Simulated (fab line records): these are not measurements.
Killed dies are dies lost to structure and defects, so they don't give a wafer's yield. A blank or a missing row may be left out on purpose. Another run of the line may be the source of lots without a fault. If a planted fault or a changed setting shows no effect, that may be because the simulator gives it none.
fab line records | flow nand_harc
record lots=11 | wafers=33 | last_day=26
route steps=1159 shown A_CONTACT@921 END@1159
lots that met no fault: from a run of the same line without faults
start_h: hours from the record's opening day to when the first of the lot's shown wafers began | wait_h: hours since the lot's step before | " same as the row above | L1.1+2: a single row standing in for several wafers | - no value, or no start was given | * or withheld: withheld | < > ~ a bound
route shown NAME@n: names a module that has steps shown in the file, with the first one's number in the route | usual: mean/standard deviation taken from wafers without a fault | same: alike in all rows | chamber/n: place in a boat | sites: the reading at each site | _std_site: the standard deviation of these | _edge_site: mean of outer sites minus mean of inner sites | radius_mm: for every site, how far away it sits from the centre of the wafer | mask NAME#n: copy n | behind: the most recent tool/chamber to have shaped the wafer | hold: the reason the lot was held/the length of the hold in hours/how it ended | device: which transistor (n, p or np) failed to switch | end of line: the tests these same wafers got at the end of their route | a step with no rows: only its recipe | killed: dies lost to structure and defects at the first sort, not the wafer's yield | map: dies across one wafer; x = killed, . = not, _ = none there
set.NAME: the setting as run; set.NAME@STEP: as run at that earlier step | model.NAME: the simulator's own value behind a step, which no gauge read
one table for each step of the route and one row for each wafer, over a sample of lots
services: the hour from which a tool's chamber was out of use, counted from the record's first day as start_h (under 0 if before that day), plus the number of hours and why
## steps
# step NHARC_A_CONTACT_STRIP_82
# recipe o2_flow_sccm=500 | ar_flow_sccm=0 | bias_w=0 | chemistry=O2
# usual drypump_motor_current_A=5.7/0.52 | oes_product_au=0.998/0.012 | rf_vpp_V=57.8/0.9 | showerhead_plenum_p_Torr=3.55/0.13 | throttle_valve_pct=17.035/0.0095
lot.wafer | tool        | chamber | start_h | wait_h | drypump_motor_current_A | oes_product_au | rf_hours_counter_h | rf_vpp_V | showerhead_plenum_p_Torr | throttle_valve_pct
L921.4    | rie_diel-06 | 3       | -       | -      | 6.4                     | 1.012          | 30                 | 56.6     | 3.40                     | 17.040
L921.3    | "           | 0       | "       | "      | 4.9                     | 1.009          | 30                 | 56.4     | 3.37                     | 17.033
L921.6    | "           | 3       | "       | "      | 6.4                     | 1.005          | -                  | 57.7     | 3.40                     | 17.025
L924.4    | rie_diel-09 | 1       | -       | -      | 5.8                     | 1.000          | 55                 | 57.7     | 3.61                     | 17.047
L924.2    | "           | 3       | "       | "      | 4.8                     | 0.992          | 48                 | 59.5     | 3.55                     | 17.029
L924.6    | "           | 0       | "       | "      | 5.7                     | 1.011          | -                  | 57.9     | 3.67                     | 17.032
L925.1    | rie_diel-06 | 1       | -       | -      | 6.0                     | 1.009          | 32                 | 58.4     | 3.58                     | 17.028
L925.4    | "           | 2       | "       | "      | 5.7                     | 1.006          | 35                 | 57.6     | 3.71                     | 17.031
L925.2    | "           | 0       | "       | "      | 4.9                     | 0.997          | 32                 | 58.6     | 3.37                     | 17.030
L927.3    | rie_diel-06 | 2       | -       | -      | 5.8                     | 1.013          | 0                  | 56.1     | 3.71                     | 17.044
L927.4    | "           | 1       | "       | "      | 6.0                     | 1.009          | 0                  | 58.6     | 3.58                     | 17.028
L927.6    | "           | 2       | "       | "      | 5.7                     | 0.999          | -                  | 56.2     | 3.71                     | 17.011
L934.1    | rie_diel-13 | 2       | -       | -      | 6.0                     | 0.999          | 67                 | 58.5     | 3.60                     | 17.040
L934.5    | "           | 3       | "       | "      | 5.1                     | 1.002          | -                  | 58.1     | 3.64                     | 17.030
L934.6    | "           | 0       | "       | "      | 6.1                     | 0.988          | -                  | 57.2     | 3.27                     | 17.039
L936.3    | rie_diel-09 | 0       | -       | -      | 5.6                     | 0.986          | 11                 | 57.7     | 3.66                     | 17.044
L936.4    | "           | 1       | "       | "      | 5.8                     | 0.993          | 11                 | 57.5     | 3.59                     | 17.041
L936.5    | "           | 0       | "       | "      | 5.6                     | 0.991          | -                  | 59.2     | 3.66                     | 17.036
L938.1    | rie_diel-06 | 0       | -       | -      | 4.9                     | 0.997          | 8                  | 56.2     | 3.36                     | 17.032
L938.5    | "           | 0       | "       | "      | 4.9                     | 0.998          | -                  | 58.5     | 3.36                     | 17.025
L938.6    | "           | 1       | "       | "      | 6.0                     | 1.003          | -                  | 57.3     | 3.58                     | 17.026
L937.2    | rie_diel-13 | 2       | -       | -      | 6.0                     | 0.983          | 6                  | 57.8     | 3.60                     | 17.036
L937.1    | "           | 0       | "       | "      | 6.1                     | 0.984          | 9                  | 57.2     | 3.80                     | 17.020
L937.5    | "           | 3       | "       | "      | 5.0                     | 0.991          | -                  | 56.5     | 3.63                     | 17.031
L941.2    | rie_diel-13 | 3       | -       | -      | 5.1                     | 1.002          | 13                 | 58.4     | 3.63                     | 17.041
L941.1    | "           | 2       | "       | "      | 6.0                     | 0.989          | 15                 | 58.1     | 3.59                     | 17.045
L941.5    | "           | 3       | "       | "      | 5.1                     | 0.999          | -                  | 58.1     | 3.63                     | 17.042
L940.3    | rie_diel-13 | 3       | -       | -      | 5.0                     | 0.988          | 14                 | 58.0     | 3.63                     | 17.053
L940.4    | "           | 0       | "       | "      | 6.1                     | 0.982          | 16                 | 58.3     | 3.80                     | 17.034
L940.5    | "           | 2       | "       | "      | 6.0                     | 0.977          | -                  | 59.4     | 3.59                     | 17.047
L943.3    | rie_diel-06 | 3       | -       | -      | 6.4                     | 1.012          | 22                 | 57.9     | 3.38                     | 17.025
L943.2    | "           | 0       | "       | "      | 4.9                     | 0.985          | 17                 | 58.6     | 3.36                     | 17.021
L943.6    | "           | 3       | "       | "      | 6.4                     | 1.011          | -                  | 58.3     | 3.38                     | 17.042
# step NHARC_A_CONTACT_ETCH_88
# recipe target_depth_a=390 | over_etch_frac=0.3 | time_s=65 | ion_energy_ev=80 | cf4_flow_sccm=150 | ar_flow_sccm=0 | rf_w=300 | bias_w=100 | chemistry=CF4
# usual bias_w=100.02/0.28 | cf4_flow_sccm=149.9/0.44 | drypump_motor_current_A=5.7/0.5 | oes_product_au=0.999/0.011 | rf_vpp_V=151.3/1 | showerhead_plenum_p_Torr=1.78/0.065 | throttle_valve_pct=13.284/0.009
lot.wafer | tool        | chamber | start_h | wait_h | bias_w | cf4_flow_sccm | drypump_motor_current_A | oes_product_au | rf_hours_counter_h | rf_vpp_V | showerhead_plenum_p_Torr | throttle_valve_pct
L921.3    | rie_diel-06 | 2       | 390.87  | 0.1    | 100.04 | 148.9         | 5.8                     | 0.999          | 33                 | 151.5    | 1.86                     | 13.283
L921.4    | "           | 3       | "       | "      | 100.29 | 150.8         | 6.3                     | 1.000          | 31                 | 151.0    | 1.70                     | 13.288
L921.6    | "           | 3       | "       | "      | 100.02 | 150.4         | 6.3                     | 1.013          | -                  | 150.1    | 1.70                     | 13.288
L924.4    | rie_diel-13 | 2       | 399.38  | 0.1    | 100.05 | 150.1         | 6.0                     | 0.976          | 46                 | 152.3    | 1.81                     | 13.296
L924.2    | "           | 3       | "       | "      | 99.76  | 150.1         | 5.1                     | 1.013          | 47                 | 152.2    | 1.83                     | 13.289
L924.6    | "           | 1       | "       | "      | 99.91  | 150.0         | 6.4                     | 0.993          | -                  | 152.2    | 1.77                     | 13.289
L925.2    | rie_diel-06 | 1       | 402.26  | 0.1    | 100.16 | 149.9         | 6.0                     | 1.014          | 32                 | 152.2    | 1.80                     | 13.287
L925.1    | "           | 2       | "       | "      | 100.11 | 150.0         | 5.7                     | 0.996          | 35                 | 153.4    | 1.86                     | 13.282
L925.4    | "           | 3       | "       | "      | 99.75  | 150.6         | 6.4                     | 1.011          | 33                 | 151.3    | 1.70                     | 13.275
L927.3    | rie_diel-06 | 3       | 435.81  | 0.2    | 100.24 | 150.6         | 6.3                     | 1.019          | 2                  | 149.7    | 1.70                     | 13.265
L927.6    | "           | 2       | "       | "      | 100.21 | 149.9         | 5.8                     | 1.000          | -                  | 151.2    | 1.86                     | 13.292
L927.4    | "           | 1       | "       | "      | 99.88  | 149.4         | 6.0                     | 1.010          | -                  | 151.7    | 1.80                     | 13.287
L934.1    | rie_diel-09 | 3       | 452.00  | 0.1    | 99.92  | 149.0         | 4.8                     | 0.991          | 7                  | 150.3    | 1.77                     | 13.290
L934.6    | "           | 3       | "       | "      | 100.03 | 149.7         | 4.8                     | 0.994          | -                  | 151.2    | 1.77                     | 13.269
L934.5    | "           | 0       | "       | "      | 99.56  | 149.7         | 5.7                     | 0.988          | -                  | 153.2    | 1.83                     | 13.285
L936.3    | rie_diel-09 | 1       | 470.58  | 0.1    | 100.61 | 150.0         | 5.7                     | 0.995          | 12                 | 151.5    | 1.80                     | 13.274
L936.4    | "           | 3       | "       | "      | 99.87  | 149.5         | 4.8                     | 0.999          | 13                 | 151.8    | 1.77                     | 13.289
L936.5    | "           | 1       | "       | "      | 100.18 | 149.7         | 5.7                     | 0.986          | -                  | 150.9    | 1.80                     | 13.280
L938.1    | rie_diel-06 | 1       | 479.88  | 0.1    | 100.62 | 149.1         | 5.9                     | 1.010          | 13                 | 149.4    | 1.79                     | 13.286
L938.6    | "           | 1       | "       | "      | 100.35 | 148.7         | 6.0                     | 1.014          | -                  | 152.2    | 1.79                     | 13.284
L938.5    | "           | 2       | "       | "      | 100.20 | 150.2         | 5.7                     | 1.001          | -                  | 151.0    | 1.85                     | 13.273
L937.1    | rie_diel-13 | 0       | 485.35  | 0.1    | 100.12 | 149.8         | 6.1                     | 0.987          | 10                 | 152.1    | 1.91                     | 13.281
L937.2    | "           | 2       | "       | "      | 100.27 | 150.2         | 6.0                     | 0.985          | 8                  | 150.2    | 1.80                     | 13.291
L937.5    | "           | 1       | "       | "      | 100.20 | 149.5         | 6.4                     | 0.981          | -                  | 151.6    | 1.76                     | 13.275
L941.2    | rie_diel-06 | 2       | 508.15  | 0.1    | 100.06 | 150.7         | 5.8                     | 1.000          | 18                 | 151.4    | 1.85                     | 13.299
L941.1    | "           | 0       | "       | "      | 100.27 | 150.4         | 4.9                     | 0.990          | 13                 | 150.2    | 1.68                     | 13.269
L941.5    | "           | 0       | "       | "      | 100.12 | 149.6         | 4.9                     | 0.995          | -                  | 148.6    | 1.68                     | 13.283
L940.3    | rie_diel-06 | 2       | 511.12  | 0.6    | 100.12 | 149.8         | 5.7                     | 1.009          | 20                 | 152.3    | 1.85                     | 13.307
L940.5    | "           | 2       | "       | "      | 100.22 | 149.5         | 5.8                     | 1.004          | -                  | 151.8    | 1.85                     | 13.306
L940.4    | "           | 0       | "       | "      | 100.17 | 150.0         | 4.9                     | 1.007          | -                  | 151.0    | 1.68                     | 13.286
L943.3    | rie_diel-13 | 0       | 524.64  | 0.1    | 99.63  | 150.1         | 6.1                     | 0.989          | 23                 | 152.8    | 1.90                     | 13.276
L943.2    | "           | 1       | "       | "      | 100.09 | 149.8         | 6.4                     | 0.978          | 26                 | 150.5    | 1.76                     | 13.282
L943.6    | "           | 3       | "       | "      | 100.07 | 150.3         | 5.0                     | 0.997          | -                  | 151.5    | 1.82                     | 13.275
# step NHARC_A_CONTACT_ETCH_135
# recipe source_w=withheld | pressure_mtorr=20 | bias_v=3000 | time_s=132 | target_depth_a=12870 | ar_flow_sccm=withheld | c4f8_flow_sccm=withheld | o2_flow_sccm=withheld | chemistry=C4F8/O2/Ar
# usual chamber_pressure_mTorr=20.001/0.018 | oes_air_line_au=0.999/0.021
lot.wafer | tool            | chamber | start_h | wait_h | chamber_pressure_mTorr | oes_air_line_au | rf_hours_counter_h
L921.4    | har_cap_etch-02 | 0       | 392.07  | 0.1    | 20.038                 | 0.994           | -
L921.3    | "               | 1       | "       | "      | 20.019                 | 1.037           | -
L921.6    | "               | 1       | "       | "      | 19.983                 | 1.036           | -
L924.2    | har_cap_etch-02 | 1       | 400.48  | 0.2    | -                      | -               | -
L924.4    | "               | 1       | "       | "      | -                      | -               | -
L924.6    | "               | 0       | "       | "      | -                      | -               | -
L925.1    | har_cap_etch-01 | 0       | 403.36  | 0.2    | -                      | -               | -
L925.2    | "               | 1       | "       | "      | -                      | -               | -
L925.4    | "               | 1       | "       | "      | -                      | -               | -
L927.4    | har_cap_etch-03 | 0       | 437.20  | 0.1    | -                      | -               | -
L927.3    | "               | 1       | "       | "      | -                      | -               | -
L927.6    | "               | 1       | "       | "      | -                      | -               | -
L934.1    | har_cap_etch-03 | 1       | 453.17  | 0.2    | 19.997                 | 0.982           | 95
L934.6    | "               | 1       | "       | "      | 20.029                 | 0.977           | -
L934.5    | "               | 0       | "       | "      | 20.017                 | 1.017           | -
L936.3    | har_cap_etch-03 | 0       | 471.86  | 0.1    | 19.995                 | 0.994           | -
L936.4    | "               | 1       | "       | "      | 20.014                 | 0.982           | -
L936.5    | "               | 0       | "       | "      | 20.004                 | 0.998           | -
L938.1    | har_cap_etch-01 | 1       | 481.08  | 0.2    | 19.989                 | 1.024           | 77
L938.6    | "               | 1       | "       | "      | 20.006                 | 1.006           | -
L938.5    | "               | 0       | "       | "      | 19.982                 | 0.996           | -
L937.2    | har_cap_etch-02 | 0       | 486.53  | 0.2    | 20.016                 | 1.002           | 32
L937.1    | "               | 1       | "       | "      | 19.994                 | 0.998           | 32
L937.5    | "               | 1       | "       | "      | 19.975                 | 0.979           | -
L941.2    | har_cap_etch-01 | 1       | 509.89  | 0.2    | 19.991                 | 1.030           | 82
L941.1    | "               | 0       | "       | "      | 20.015                 | 0.987           | 82
L941.5    | "               | 1       | "       | "      | 19.933                 | 1.040           | -
L940.3    | har_cap_etch-01 | 1       | 512.65  | 0.1    | 20.007                 | 0.975           | -
L940.4    | "               | 0       | "       | "      | 20.016                 | 0.951           | -
L940.5    | "               | 0       | "       | "      | 20.008                 | 1.004           | -
L943.2    | har_cap_etch-01 | 0       | 525.79  | 0.2    | 19.992                 | 0.968           | 87
L943.3    | "               | 1       | "       | "      | 19.973                 | 0.993           | -
L943.6    | "               | 0       | "       | "      | 19.985                 | 0.986           | -
# step NHARC_A_CONTACT_ETCH_98
# recipe target_depth_a=200 | over_etch_frac=0.5 | time_s=10 | ion_energy_ev=250 | c4f6_flow_sccm=25 | o2_flow_sccm=20 | ar_flow_sccm=500 | rf_w=600 | bias_w=500 | chemistry=C4F6/O2
# usual bias_w=500.3/1.6 | c4f6_flow_sccm=25.00/0.069 | drypump_motor_current_A=5.7/0.51 | oes_product_au=0.961/0.022 | rf_vpp_V=547.1/2.8 | showerhead_plenum_p_Torr=3.93/0.14 | throttle_valve_pct=26.904/0.0092
lot.wafer | tool        | chamber | start_h | wait_h | bias_w | c4f6_flow_sccm | drypump_motor_current_A | oes_product_au | rf_hours_counter_h | rf_vpp_V | showerhead_plenum_p_Torr | throttle_valve_pct
L921.3    | rie_diel-06 | 1       | -       | -      | 499.4  | 24.96          | 6.1                     | 0.958          | 31                 | 549.2    | 3.98                     | 26.899
L921.4    | "           | 3       | "       | "      | 501.7  | 24.97          | 6.4                     | 0.952          | 32                 | 544.3    | 3.78                     | 26.922
L921.6    | "           | 1       | "       | "      | 498.9  | 24.99          | 6.0                     | 0.960          | -                  | 549.0    | 3.98                     | 26.911
L924.2    | rie_diel-06 | 0       | -       | -      | 502.2  | 25.04          | 5.0                     | 0.957          | 32                 | 544.7    | 3.75                     | 26.902
L924.4    | "           | 1       | "       | "      | 500.7  | 24.99          | 6.0                     | 0.948          | 32                 | 548.2    | 3.98                     | 26.910
L924.6    | "           | 3       | "       | "      | 498.4  | 24.97          | 6.3                     | 0.947          | -                  | 544.7    | 3.78                     | 26.925
L925.4    | rie_diel-06 | 3       | -       | -      | 499.2  | 24.98          | 6.3                     | 0.952          | 33                 | 543.9    | 3.78                     | 26.879
L925.1    | "           | 0       | "       | "      | 500.2  | 24.95          | 4.9                     | 0.950          | 32                 | 544.7    | 3.75                     | 26.897
L925.2    | "           | 2       | "       | "      | 502.1  | 25.14          | 5.8                     | 0.974          | 36                 | 551.8    | 4.12                     | 26.912
L927.3    | rie_diel-06 | 1       | 438.39  | 0.2    | 497.8  | 24.95          | 6.0                     | 0.965          | 3                  | 547.6    | 3.98                     | 26.884
L927.6    | "           | 2       | "       | "      | 496.3  | 25.07          | 5.8                     | 0.963          | -                  | 550.5    | 4.12                     | 26.908
L927.4    | "           | 1       | "       | "      | 500.0  | 24.95          | 6.0                     | 0.968          | -                  | 548.7    | 3.98                     | 26.895
L934.1    | rie_diel-06 | 2       | -       | -      | 499.9  | 25.03          | 5.7                     | 0.970          | 8                  | 551.2    | 4.11                     | 26.919
L934.6    | "           | 1       | "       | "      | 498.8  | 24.96          | 6.0                     | 0.960          | -                  | 545.8    | 3.98                     | 26.899
L934.5    | "           | 2       | "       | "      | 498.5  | 25.02          | 5.8                     | 0.973          | -                  | 552.1    | 4.11                     | 26.919
L936.3    | rie_diel-09 | 0       | -       | -      | 499.3  | 25.08          | 5.7                     | 0.971          | 14                 | 549.2    | 4.06                     | 26.914
L936.4    | "           | 1       | "       | "      | 501.0  | 24.91          | 5.8                     | 0.957          | 14                 | 549.1    | 3.99                     | 26.911
L936.5    | "           | 3       | "       | "      | 499.2  | 25.08          | 4.8                     | 0.962          | -                  | 546.9    | 3.93                     | 26.894
L938.1    | rie_diel-06 | 2       | -       | -      | 498.9  | 25.00          | 5.8                     | 0.950          | 13                 | 550.5    | 4.11                     | 26.905
L938.6    | "           | 0       | "       | "      | 501.3  | 24.95          | 4.9                     | 0.938          | -                  | 542.4    | 3.74                     | 26.879
L938.5    | "           | 1       | "       | "      | 500.4  | 24.90          | 6.0                     | 0.952          | -                  | 546.9    | 3.97                     | 26.899
L937.1    | rie_diel-06 | 2       | -       | -      | 499.9  | 25.02          | 5.8                     | 0.940          | 14                 | 551.2    | 4.11                     | 26.915
L937.2    | "           | 3       | "       | "      | 498.6  | 24.98          | 6.3                     | 0.964          | 14                 | 545.4    | 3.77                     | 26.916
L937.5    | "           | 1       | "       | "      | 500.3  | 25.03          | 6.0                     | 0.941          | -                  | 546.5    | 3.97                     | 26.907
L941.1    | rie_diel-06 | 1       | -       | -      | 502.4  | 24.91          | 6.0                     | 0.991          | 16                 | 547.1    | 3.97                     | 26.921
L941.2    | "           | 3       | "       | "      | 502.9  | 24.94          | 6.4                     | 0.994          | 20                 | 544.2    | 3.77                     | 26.898
L941.5    | "           | 0       | "       | "      | 500.4  | 24.99          | 4.9                     | 0.983          | -                  | 541.4    | 3.74                     | 26.891
L940.3    | rie_diel-06 | 2       | -       | -      | 502.3  | 25.01          | 5.8                     | 0.936          | 20                 | 550.5    | 4.10                     | 26.910
L940.4    | "           | 0       | "       | "      | 504.2  | 24.96          | 4.9                     | 0.960          | 15                 | 544.6    | 3.74                     | 26.906
L940.5    | "           | 2       | "       | "      | 502.5  | 25.01          | 5.8                     | 0.952          | -                  | 551.7    | 4.10                     | 26.898
L943.2    | rie_diel-13 | 1       | -       | -      | 500.6  | 24.90          | 6.5                     | 0.920          | 27                 | 547.5    | 3.90                     | 26.908
L943.3    | "           | 2       | "       | "      | 500.5  | 25.01          | 6.0                     | 0.941          | 24                 | 550.5    | 3.99                     | 26.904
L943.6    | "           | 2       | "       | "      | 498.2  | 25.00          | 6.0                     | 0.932          | -                  | 547.8    | 3.99                     | 26.892
# step NHARC_END_SORT_01
# recipe temp_c=25
# usual killed_at_array=28/9.1 | killed_at_other=0.6/0.87 | killed_at_periphery=3.4/2.7 | killed_dies=32/9 | killed_open=3.2/1.9 | killed_short=2.0/1.3
# same gross_dies=677
lot.wafer | tool      | chamber | start_h | wait_h | killed_at_array | killed_at_other | killed_at_periphery | killed_dies | killed_open | killed_short
L924.2    | prober-02 | 0       | 468.38  | 2.8    | 675             | 1               | 1                   | 677         | 4           | 1
L924.4    | prober-02 | 0       | 469.99  | 3.4    | 673             | 2               | 2                   | 677         | 2           | 1
L924.6    | prober-02 | 0       | 471.60  | 4.0    | 671             | 0               | 6                   | 677         | 4           | 2
L925.1    | prober-02 | 0       | 475.42  | 2.5    | 676             | 0               | 1                   | 677         | 4           | 1
L925.2    | prober-02 | 0       | 476.21  | 2.8    | 675             | 1               | 1                   | 677         | 6           | 1
L925.4    | prober-02 | 0       | 477.81  | 3.4    | 676             | 0               | 1                   | 677         | 3           | 1
L927.3    | prober-02 | 0       | 487.77  | 3.1    | 666             | 1               | 10                  | 677         | 4           | 1
L927.4    | prober-02 | 0       | 488.56  | 3.4    | 674             | 0               | 3                   | 677         | 3           | 2
L927.6    | prober-02 | 0       | 490.14  | 4.0    | 675             | 0               | 2                   | 677         | 4           | 2
# killed by level:class
L924.2 A_CONTACT:area_etch=647 A_SLIT:chamber_film_flake=11 A_CHANNEL_HOLE_D1:chamber_film_flake=5 A_CONTACT:geometric_particle:open=3 A_ZERO_WELL:chamber_film_flake=3 A_STAIRCASE:chamber_film_flake=2 A_CHANNEL_FILL_D1:geometric_particle:short=1 A_M1:geometric_particle:open=1
L924.4 A_CONTACT:area_etch=651 A_SLIT:chamber_film_flake=11 A_WL_FILL:chamber_film_flake=3 A_CHANNEL_HOLE_D1:chamber_film_flake=2 A_STAIRCASE:chamber_film_flake=2 THIN_TSV:chamber_film_flake=2 P_M0:geometric_particle:open=1 A_CHANNEL_FILL_D1:geometric_particle:open=1
L924.6 A_CONTACT:area_etch=638 A_SLIT:chamber_film_flake=13 A_CHANNEL_HOLE_D1:chamber_film_flake=5 A_STAIRCASE:chamber_film_flake=5 P_M2:chamber_film_flake=3 A_CONTACT:geometric_particle:open=2 A_ZERO_WELL:chamber_film_flake=2 A_WL_FILL:chamber_film_flake=2
L925.1 A_CONTACT:area_etch=652 A_CHANNEL_HOLE_D1:chamber_film_flake=8 A_STAIRCASE:chamber_film_flake=6 A_ZERO_WELL:chamber_film_flake=3 A_CONTACT:chamber_film_flake=2 P_M2:geometric_particle:open=1 A_CHANNEL_FILL_D1:geometric_particle:open=1 A_CONTACT:geometric_particle:open=1
L925.2 A_CONTACT:area_etch=652 A_CONTACT:chamber_film_flake=7 A_STAIRCASE:chamber_film_flake=6 A_CHANNEL_HOLE_D1:chamber_film_flake=4 A_CONTACT:geometric_particle:open=3 P_STI:geometric_particle:short=1 A_ONON_D1:geometric_particle:open=1 A_CHANNEL_FILL_D1:geometric_particle:open=1
L925.4 A_CONTACT:area_etch=652 A_STAIRCASE:chamber_film_flake=6 A_ZERO_WELL:chamber_film_flake=5 A_CONTACT:chamber_film_flake=5 A_CHANNEL_HOLE_D1:chamber_film_flake=4 A_CONTACT:geometric_particle:open=2 A_ONON_D1:geometric_particle:short=1 A_STAIRCASE:geometric_particle:open=1
L927.3 A_CONTACT:area_etch=647 A_CONTACT:chamber_film_flake=8 P_M0:chamber_film_flake=7 A_STAIRCASE:chamber_film_flake=5 A_CHANNEL_HOLE_D1:chamber_film_flake=4 P_GATE:geometric_particle:open=1 P_CONTACT:geometric_particle:open=1 P_M2:geometric_particle:open=1
L927.4 A_CONTACT:area_etch=654 A_CONTACT:chamber_film_flake=9 A_CONTACT:geometric_particle:open=3 P_M0:chamber_film_flake=3 A_CHANNEL_HOLE_D1:chamber_film_flake=3 A_STAIRCASE:chamber_film_flake=3 A_ONON_D1:geometric_particle:short=1 A_M0:geometric_particle:short=1
L927.6 A_CONTACT:area_etch=652 A_CONTACT:chamber_film_flake=11 A_CHANNEL_HOLE_D1:chamber_film_flake=4 A_STAIRCASE:chamber_film_flake=3 A_CONTACT:geometric_particle:open=2 P_M0:geometric_particle:open=1 A_CHANNEL_FILL_D1:geometric_particle:short=1 A_M0:geometric_particle:open=1
## services
tool            | chamber | start_h | hours | kind
rie_diel-09     | 2       | 366.19  | 2.7   | repair
rie_diel-06     | 0       | 372.83  | -     | clean
rie_diel-06     | 1       | 372.83  | -     | clean
rie_diel-06     | 2       | 372.83  | -     | clean
rie_diel-06     | 3       | 372.83  | -     | clean
rie_diel-06     | 0       | 397.33  | -     | clean
rie_diel-06     | 1       | 397.33  | -     | clean
rie_diel-06     | 2       | 397.33  | -     | clean
rie_diel-06     | 3       | 397.33  | -     | clean
rie_diel-06     | -       | 418.23  | 9.0   | pm
rie_diel-06     | 0       | 418.23  | 9.0   | vent_cycle
rie_diel-06     | 1       | 418.23  | 9.0   | vent_cycle
rie_diel-06     | 2       | 418.23  | 9.0   | vent_cycle
rie_diel-06     | 3       | 418.23  | 11.9  | vent_cycle
rie_diel-06     | 0       | 427.23  | -     | clean
rie_diel-06     | 1       | 427.23  | -     | clean
rie_diel-06     | 2       | 427.23  | -     | clean
rie_diel-09     | -       | 431.95  | 9.0   | pm
rie_diel-06     | 0       | 432.23  | 13.8  | repair
har_cap_etch-01 | -       | 437.29  | 0.6   | repair
rie_diel-13     | 0       | 441.82  | 5.4   | repair
rie_diel-13     | -       | 453.17  | 9.0   | pm
har_cap_etch-01 | -       | 488.54  | 0.7   | repair
har_cap_etch-03 | -       | 507.73  | 34.0  | repair
## key
first_sign step=NHARC_A_CONTACT_ETCH_135 | reading=tool_record | direction=missing
effect step=NHARC_END_SORT_01 | reading=killed_dies | direction=up | sigmas=72 | usual=32 | struck=677
more_kills_born_at NHARC_A_CONTACT_ETCH_135@har_cap_etch-01=1956 | NHARC_A_CONTACT_ETCH_135@har_cap_etch-03=1953 | NHARC_A_CONTACT_ETCH_135@har_cap_etch-02=1936
met_at NHARC_A_CONTACT_ETCH_135
struck_lots L924,L925,L927
later_rows_left_out L924.2,L924.4,L924.6,L925.1,L925.2,L925.4,L927.3,L927.4,L927.6
tester_left_out L924,L925,L927
not_acting_at NHARC_A_CONTACT_STRIP_82,NHARC_A_CONTACT_ETCH_88,NHARC_A_CONTACT_ETCH_98
onset_between 392.07 400.48
fault kind=skipped_step_whole | tool=har_cap_etch-01,har_cap_etch-02,har_cap_etch-03 | chamber=- | onset_h=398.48 | steps=NHARC_A_CONTACT_ETCH_135 | scope=struck_lots_only
# tester_left_out: of these lots the tester's yield and bins aren't shown, on N5 and GAA mostly nor the transistor test; their killed dies are dies lost to structure and defects alone, not to doping, threshold or leakage, so they don't give the yield
# later_rows_left_out: the simulator's readings of these wafers behind a module that went badly wrong aren't trusted and aren't shown, but for the sort
